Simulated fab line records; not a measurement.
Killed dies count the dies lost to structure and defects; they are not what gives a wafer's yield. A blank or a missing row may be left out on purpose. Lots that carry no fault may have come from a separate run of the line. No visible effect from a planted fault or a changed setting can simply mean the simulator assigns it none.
Chamber matching | flow n5 finfet | N5_PASSIVATION_PASS_ETCH_74 on rie diel-06 has 4 sister chambers
The step etches SiNx in CF4/O2, target depth 220 nm, time 110 s. 8 wafers are shown with their chamber, then 12 later ones without.

## WAFERS, EACH WITH ITS CHAMBER
wafer  | chamber | drypump motor current A (A) | showerhead plenum p Torr (Torr)
L084.4 | 3       | 5.4                         | 2.19
L094.4 | 1       | 5.4                         | 2.17
L094.5 | 2       | 6.5                         | 2.15
L090.3 | 3       | 5.4                         | 2.18
L090.6 | 0       | 6.3                         | 2.29
L085.2 | 2       | 6.5                         | 2.15
L085.4 | 1       | 5.4                         | 2.17
L085.6 | 0       | 6.4                         | 2.29

## WAFERS WHOSE CHAMBER IS MISSING
wafer  | drypump motor current A (A) | showerhead plenum p Torr (Torr)
L089.3 | 6.5                         | 2.15
L089.5 | 5.5                         | 2.18
L089.6 | 6.5                         | 2.15
L096.1 | 5.4                         | 2.18
L096.4 | 6.4                         | 2.28
L096.5 | 5.4                         | 2.18
L086.3 | 6.5                         | 2.15
L086.4 | 6.5                         | 2.15
L086.5 | 6.4                         | 2.28
L097.1 | 6.5                         | 2.15
L097.3 | 6.4                         | 2.28
L097.6 | 6.4                         | 2.28

## WHICH CHAMBER EACH WENT THROUGH
wafer  | from the rows above     | in truth
L089.3 | 2                       | 2
L089.5 | can't be placed: 3 or 1 | 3
L089.6 | 2                       | 2
L096.1 | can't be placed: 3 or 1 | 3
L096.4 | 0                       | 0
L096.5 | can't be placed: 3 or 1 | 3
L086.3 | 2                       | 2
L086.4 | 2                       | 2
L086.5 | 0                       | 0
L097.1 | 2                       | 2
L097.3 | 0                       | 0
L097.6 | 0                       | 0
Correct placement for 9 of the 12. Can't be placed from these rows: 3 (the true chamber is among the candidates in 3). Placed wrongly: 0.
How it was worked out, from the rows above alone: a wafer's distance from a chamber is the root of the sum, over the readings, of the square of ((its reading less the chamber's mean) divided by the reading's scatter). The wafer belongs to the nearest chamber; if the next one is less than 2 further off, it can't be placed. Each chamber's mean is taken over the wafers shown for it. The scatter: the root of (the sum of the squares of (reading less its chamber's mean) over the shown wafers, divided by (wafers less chambers)).
